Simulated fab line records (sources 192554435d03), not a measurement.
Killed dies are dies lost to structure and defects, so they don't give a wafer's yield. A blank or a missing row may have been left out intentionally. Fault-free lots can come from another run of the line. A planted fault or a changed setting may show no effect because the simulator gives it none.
Chamber matching | flow n5 finfet | N5_HKMG_FIN_ALD_75 on ald hk-02 has 4 sister chambers
The step deposits Al2O3, target thk 1 nm, co reactant pulse time 1 s. 7 wafers are shown with their chamber, then 8 later ones without.

== EACH WAFER AND ITS CHAMBER ==
wafer  | chamber | heater power w (W) | precursor pulse height rel
L085.5 | 3       | 179                | 0.995
L087.6 | 2       | 155                | 1.014
L092.3 | 0       | 162                | 1.011
L092.4 | 2       | 153                | 0.988
L093.4 | 3       | 180                | 1.007
L093.5 | 1       | 163                | 1.016
L094.2 | 1       | 171                | 0.991

== WAFERS MISSING THEIR CHAMBER ==
wafer  | heater power w (W) | precursor pulse height rel
L094.4 | 152                | 1.023
L094.6 | 147                | 0.991
L095.3 | 171                | 0.992
L095.4 | 160                | 0.990
L095.6 | 163                | 1.025
L096.1 | 177                | 1.013
L096.5 | 167                | 1.006
L096.6 | 159                | 1.011

== EACH ONE'S CHAMBER ==
wafer  | from the rows above          | in truth
L094.4 | can't be placed: 2 or 0      | 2
L094.6 | 2                            | 2
L095.3 | can't be placed: 1 or 3 or 0 | 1
L095.4 | can't be placed: 0 or 2 or 1 | 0
L095.6 | can't be placed: 0 or 1      | 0
L096.1 | can't be placed: 3 or 1      | 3
L096.5 | can't be placed: 1 or 0      | 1
L096.6 | can't be placed: 0 or 2 or 1 | 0
Placed correctly: 1 of 8. From these rows, 7 cannot be placed; in 7 the true chamber is one of the candidates. Wrongly placed: 0.
How it was worked out, from the rows above alone: a wafer's distance from a chamber is the root of the sum, over the readings, of the square of ((its reading less the chamber's mean) divided by the reading's scatter). The wafer belongs to the nearest chamber; if the next one is less than 2 further off, it can't be placed. A chamber's mean is the mean of its shown wafers. How the scatter is found: for the shown wafers, subtract from each reading the mean of its chamber, square and add these, divide the total by (wafers less chambers), then take the root.
